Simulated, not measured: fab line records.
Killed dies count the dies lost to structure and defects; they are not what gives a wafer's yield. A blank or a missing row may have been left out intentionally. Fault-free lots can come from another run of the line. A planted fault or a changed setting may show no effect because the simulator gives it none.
Chamber matching :: flow n5Finfet :: 4 sister chambers for N5_HKMG_FIN_ETCH_54 on rieDiel-01
The step etches SiARC in CF4, target depth 45.5 nm, time 75.8 s. 14 wafers are shown with their chamber, then 7 later ones without.

== WAFERS WITH THEIR CHAMBER ==
wafer: L077.2
chamber: 2
showerheadPlenumPTorr (Torr): 2.14
throttleValvePct (%): 15.45
oesProductAu (a.u.): 0.65

wafer: L077.3
chamber: 0
showerheadPlenumPTorr (Torr): 2.27
throttleValvePct (%): 15.42
oesProductAu (a.u.): 0.73

wafer: L077.6
chamber: 0
showerheadPlenumPTorr (Torr): 2.27
throttleValvePct (%): 15.43
oesProductAu (a.u.): 0.73

wafer: L078.1
chamber: 1
showerheadPlenumPTorr (Torr): 2.13
throttleValvePct (%): 15.87
oesProductAu (a.u.): 0.59

wafer: L078.4
chamber: 3
showerheadPlenumPTorr (Torr): 2.13
throttleValvePct (%): 15.34
oesProductAu (a.u.): 0.64

wafer: L078.6
chamber: 3
showerheadPlenumPTorr (Torr): 2.13
throttleValvePct (%): 15.34
oesProductAu (a.u.): 0.63

wafer: L087.1
chamber: 1
showerheadPlenumPTorr (Torr): 2.12
throttleValvePct (%): 15.89
oesProductAu (a.u.): 0.59

wafer: L087.2
chamber: 3
showerheadPlenumPTorr (Torr): 2.13
throttleValvePct (%): 15.37
oesProductAu (a.u.): 0.63

wafer: L087.6
chamber: 0
showerheadPlenumPTorr (Torr): 2.26
throttleValvePct (%): 15.46
oesProductAu (a.u.): 0.71

wafer: L089.1
chamber: 0
showerheadPlenumPTorr (Torr): 2.26
throttleValvePct (%): 15.46
oesProductAu (a.u.): 0.71

wafer: L089.2
chamber: 1
showerheadPlenumPTorr (Torr): 2.12
throttleValvePct (%): 15.92
oesProductAu (a.u.): 0.58

wafer: L089.5
chamber: 0
showerheadPlenumPTorr (Torr): 2.26
throttleValvePct (%): 15.45
oesProductAu (a.u.): 0.71

wafer: L094.1
chamber: 1
showerheadPlenumPTorr (Torr): 2.12
throttleValvePct (%): 15.93
oesProductAu (a.u.): 0.57

wafer: L094.3
chamber: 2
showerheadPlenumPTorr (Torr): 2.13
throttleValvePct (%): 15.51
oesProductAu (a.u.): 0.64

SIGNATURES, as means of the wafers listed above
reading: showerheadPlenumPTorr
chamber 0: 2.2640
chamber 1: 2.1225
chamber 2: 2.1350
chamber 3: 2.1300
scatter within a chamber: 0.00495

reading: throttleValvePct
chamber 0: 15.4440
chamber 1: 15.9025
chamber 2: 15.4800
chamber 3: 15.3500
scatter within a chamber: 0.0245

reading: oesProductAu
chamber 0: 0.7180
chamber 1: 0.5825
chamber 2: 0.6450
chamber 3: 0.6333
scatter within a chamber: 0.00934
Rule: for each reading, subtract the chamber's mean from the wafer's reading, divide by that reading's scatter and square the result; add these up over the readings and take the root, which gives the wafer's distance from the chamber. The wafer belongs to the nearest chamber; if the next one is less than 2 further off, it can't be placed. How the scatter is found: for the shown wafers, subtract from each reading the mean of its chamber, square and add these, divide the total by (wafers less chambers), then take the root.

== WAFERS MISSING THEIR CHAMBER ==
wafer: L094.4
showerheadPlenumPTorr (Torr): 2.12
throttleValvePct (%): 15.40
oesProductAu (a.u.): 0.61

wafer: L095.1
showerheadPlenumPTorr (Torr): 2.12
throttleValvePct (%): 15.39
oesProductAu (a.u.): 0.61

wafer: L095.3
showerheadPlenumPTorr (Torr): 2.26
throttleValvePct (%): 15.48
oesProductAu (a.u.): 0.68

wafer: L095.6
showerheadPlenumPTorr (Torr): 2.12
throttleValvePct (%): 15.94
oesProductAu (a.u.): 0.57

wafer: L096.1
showerheadPlenumPTorr (Torr): 2.13
throttleValvePct (%): 15.52
oesProductAu (a.u.): 0.63

wafer: L096.5
showerheadPlenumPTorr (Torr): 2.11
throttleValvePct (%): 15.93
oesProductAu (a.u.): 0.57

wafer: L096.6
showerheadPlenumPTorr (Torr): 2.13
throttleValvePct (%): 15.54
oesProductAu (a.u.): 0.63

== WHICH CHAMBER EACH WENT THROUGH ==
wafer: L094.4
from the rows above: 3
in truth: 3

wafer: L095.1
from the rows above: 3
in truth: 3

wafer: L095.3
from the rows above: 0
in truth: 0

wafer: L095.6
from the rows above: 1
in truth: 1

wafer: L096.1
from the rows above: 2
in truth: 2

wafer: L096.5
from the rows above: 1
in truth: 1

wafer: L096.6
from the rows above: 2
in truth: 2
Placed correctly: 7 of 7. Number that these rows cannot place: 0. Number placed wrongly: 0.
